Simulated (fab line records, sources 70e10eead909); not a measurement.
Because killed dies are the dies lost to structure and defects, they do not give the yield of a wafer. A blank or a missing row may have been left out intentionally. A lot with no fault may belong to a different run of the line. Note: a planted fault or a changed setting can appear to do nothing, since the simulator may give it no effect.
Code-filled problem report in 8D (eight disciplines) form ; flow nand harc ; the parts of the form that need people (team, actions taken, sign-off) are left out

1. THE PROBLEM
cd nm at NHARC_P_GATE_CD_MEAS_26 reads a mean of 202.3 nm on 6 wafers of 2 lots; wafers without a fault read 119.6 nm with a standard deviation of 0.63. So: +99 or more standard deviations from the usual mean.
The step: target cd 120 nm.
First seen on wafer L341.1, day 9 16:09, on cd sem-02. At this step, 36 wafers from 12 lots have a number in the record. By rule, "out" or "out of limits" means more than 4 standard deviations away from the usual mean. The rest of the wafers with a number are treated as sound.

2. WHAT IT IS; WHAT IT IS NOT
question;is;is not
which readings at this step;cd nm;-
which lots;L341, L343;L330, L331, L332, L333, L334, L340, L349, L350, L352, L353
which wafers of those lots;all that have a number;-
read on which gauges;cd sem-02;cd sem-01, cd sem-03
when;from day 9 16:09;"up to then (18 sound wafers); but 12 sound wafers of L349, L350, L352, L353 came after"

3. SUSPECTS, AND WHAT RULES EACH OUT
Counting: a tool at a process step up to the reading stays a suspect if it ran every lot that is out and no sound lot after the first of them.
- the gauge at NHARC_P_GATE_CD_MEAS_26 is ruled out. All the wafers that are out were read on cd sem-02, but those of them that NHARC_P_GATE_PEB_24 has rows for are out there too, on other tools.
- litho track-01 at NHARC_P_GATE_PEB_24 (peb time 65 s): ruled out as a lasting fault. Sound lots L353 ran on it after its first lot that is out, L341 (day 9 16:05).
Left after counting: nothing in the record.

4. THE CAUSE (what the simulator had put in)
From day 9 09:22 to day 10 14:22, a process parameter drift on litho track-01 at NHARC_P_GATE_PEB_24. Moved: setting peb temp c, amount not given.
The count ruled it out by mistake, since the rule takes a fault to strike every lot its tool runs from the start of the fault on, and this one did not do so.

5. THE CHAIN OF EFFECTS, in route order
Rows list readings where the struck wafers' mean (over those with a number) sits beyond 3 standard deviations from the usual. Only readings whose record carries a usual standard deviation are examined. hours: median over the lots of the time between each lot's start at the first step of this table that gives one and its start at this step. sigmas: the change, counted in usual standard deviations.
hours;step;reading;usual;on struck wafers;change;sigmas
0;NHARC_P_GATE_PEB_24;heater power total W;156.6 W;125.5;-31.1;-74
0;NHARC_P_GATE_PEB_24;plate temp C;100.00 C;85.28;-14.72;-99 or more
0;NHARC_P_GATE_CD_MEAS_26;cd nm;119.6 nm;202.3;+82.7;+99 or more
461;NHARC_END_SORT_01;killed at periphery;4;648;+644;+99 or more
461;NHARC_END_SORT_01;killed dies;57;677;+620;+36
It contains these process steps:
- NHARC_P_GATE_PEB_24: peb time 65 s.

6. WHAT WOULD HAVE CAUGHT IT SOONER
In this record the first reading out of limits at a measuring or inspecting step was taken at day 9 16:09, 7 hours after the fault began at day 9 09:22.
At NHARC_P_GATE_PEB_24, the tool's own readings (heater power total W, plate temp C) were out on each struck wafer the step has a row for, so an alarm limit on them would have fired on the first such wafer.
